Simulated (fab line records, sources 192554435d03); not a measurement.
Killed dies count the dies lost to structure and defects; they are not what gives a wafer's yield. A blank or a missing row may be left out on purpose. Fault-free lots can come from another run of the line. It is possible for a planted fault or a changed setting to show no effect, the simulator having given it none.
Split-lot trial ; flow n5 finfet ; on a route of 1938 steps: 7 lots, 39 wafers read

ON THE SPLIT
At N5_BEOL_M5_ILD_DEP_00 (deposits SiCOH lowk from DEMS/porogen, target thk 140.64 nm, time 25.9 s), the setting target thk a was moved away from the recipe's 1406.4 angstrom on 9 of the 39 wafers read, by -49.1% to +26.1%. For the rest of the wafers, this setting stayed at what the recipe calls for.

THE PATH FROM SPLIT TO READING: the file shows 1 step between them
- N5_BEOL_M5_CURE_79: cures SiCOH lowk, time 240 s

THE READING
M5_ILD_THK, in nm, at N5_BEOL_M5_THK_MEAS_01. Fault-free wafers of this fab line usually give 121.0 nm, standard deviation 1.7 nm.

wafer;tool, chamber at the split;target thk a as run, angstrom;against the recipe;M5_ILD_THK, nm;against lot-mates on the recipe
L075.1;pecvd-02, 2;1406.4;recipe;116.3;-
L075.2;pecvd-02, 0;716.1;-49.1%;60.7;-58.1
L075.3;pecvd-02, 2;1406.4;recipe;118.7;-
L075.4;pecvd-02, 0;716.1;-49.1%;62.6;-56.2
L075.5;pecvd-02, 0;1406.4;recipe;121.4;-
L075.6;pecvd-02, 2;716.1;-49.1%;60.4;-58.4
L080.1;pecvd-03, 2;1406.4;recipe;119.6;-
L080.2;pecvd-03, 1;1406.4;recipe;120.1;-
L080.3;pecvd-03, 1;1406.4;recipe;121.7;-
L080.4;pecvd-03, 2;1406.4;recipe;122.2;-
L080.5;pecvd-03, 2;1406.4;recipe;120.7;-
L080.6;pecvd-03, 1;1406.4;recipe;121.9;-
L083.1;pecvd-01, 0;1406.4;recipe;120.4;-
L083.2;pecvd-01, 1;1406.4;recipe;119.8;-
L083.3;pecvd-01, 1;1406.4;recipe;121.6;-
L085.1;pecvd-01, 0;1406.4;recipe;119.4;-
L085.2;pecvd-01, 2;1406.4;recipe;120.1;-
L085.3;pecvd-01, 1;1406.4;recipe;119.6;-
L085.4;pecvd-01, 2;1406.4;recipe;122.0;-
L085.5;pecvd-01, 1;1406.4;recipe;120.9;-
L085.6;pecvd-01, 0;1406.4;recipe;121.6;-
L087.1;pecvd-03, 0;1774;+26.1%;151.3;+29.1
L087.2;pecvd-03, 2;1406.4;recipe;120.2;-
L087.3;pecvd-03, 1;1406.4;recipe;124.0;-
L087.4;pecvd-03, 2;1406.4;recipe;122.3;-
L087.5;pecvd-03, 1;1774;+26.1%;155.9;+33.7
L087.6;pecvd-03, 0;1774;+26.1%;154.4;+32.2
L089.1;pecvd-03, 1;1406.4;recipe;121.7;-
L089.2;pecvd-03, 2;1406.4;recipe;120.8;-
L089.3;pecvd-03, 2;1406.4;recipe;122.3;-
L089.4;pecvd-03, 1;1406.4;recipe;123.4;-
L089.5;pecvd-03, 1;1406.4;recipe;124.6;-
L089.6;pecvd-03, 2;1406.4;recipe;122.8;-
L096.1;pecvd-02, 2;1406.4;recipe;118.2;-
L096.2;pecvd-02, 1;1406.4;recipe;119.7;-
L096.3;pecvd-02, 2;1007;-28.4%;86.2;-33.4
L096.4;pecvd-02, 1;1007;-28.4%;87.7;-31.9
L096.5;pecvd-02, 2;1007;-28.4%;85.2;-34.4
L096.6;pecvd-02, 1;1406.4;recipe;120.9;-

FIT RESULTS
A straight line over all 39 wafers: M5_ILD_THK changes by +1.23 nm for each +1% of target thk a; r = +1.00; the points scatter about the line by 1.7 nm.
The same after taking each lot's own level away (the mean of its wafers on the recipe; 39 wafers): +1.18 nm for each +1%; r = +1.00; scatter 1.3 nm.
The reading moves by 58 nm for the largest change in target thk a, on that fit.
Measured against the standard deviation above, the lots' own levels, which go from 118.80 to 122.60 nm, span 2.2 times it.
The two slopes are in agreement: the lot-to-lot level therefore moves the slope only a little.
Check: for one of the wafers moved furthest among these (-49.1%), held out of the fit, the line's prediction against its lot-mates is -57.8 nm. It came out at -58.1 nm against them.

OTHER SPLITS APPLIED TO THESE WAFERS
Other splits were also applied to these wafers ahead of the reading. Each is held against what the fit with the lots' levels taken away leaves over:
other split on the same wafers;wafers away from the commonest value;r with M5_ILD_THK (lot level and that fit taken away)
N5_BEOL_M2_ILD_DEP_00 target thk a;15;+0.03

THE WHOLE CHAIN: every reading that the file lists as answering this split, in the file's order
step;what it does;reading;change (the file's fit);r (the file's)
N5_BEOL_M5_ILD_DEP_00;deposits SiCOH lowk from DEMS/porogen, target thk 140.64 nm, time 25.9 s;SiCOH_lowk_of_BEOL_M5_ILD_DEP_00.thk nm (the simulator's own value, which no gauge read);+1.36 nm for each +1% of the setting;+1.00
N5_BEOL_M5_CURE_79;cures SiCOH lowk, time 240 s;SiCOH_lowk_of_BEOL_M5_ILD_DEP_00.thk nm (the simulator's own value, which no gauge read);+1.18 nm for each +1% of the setting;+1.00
N5_BEOL_M5_THK_MEAS_01;;M5_ILD_THK;+1.18 for each +1% of the setting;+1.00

FILE'S OWN FIT
M5_ILD_THK changes by +1.18 nm for each +1% of target thk a, r = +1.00.
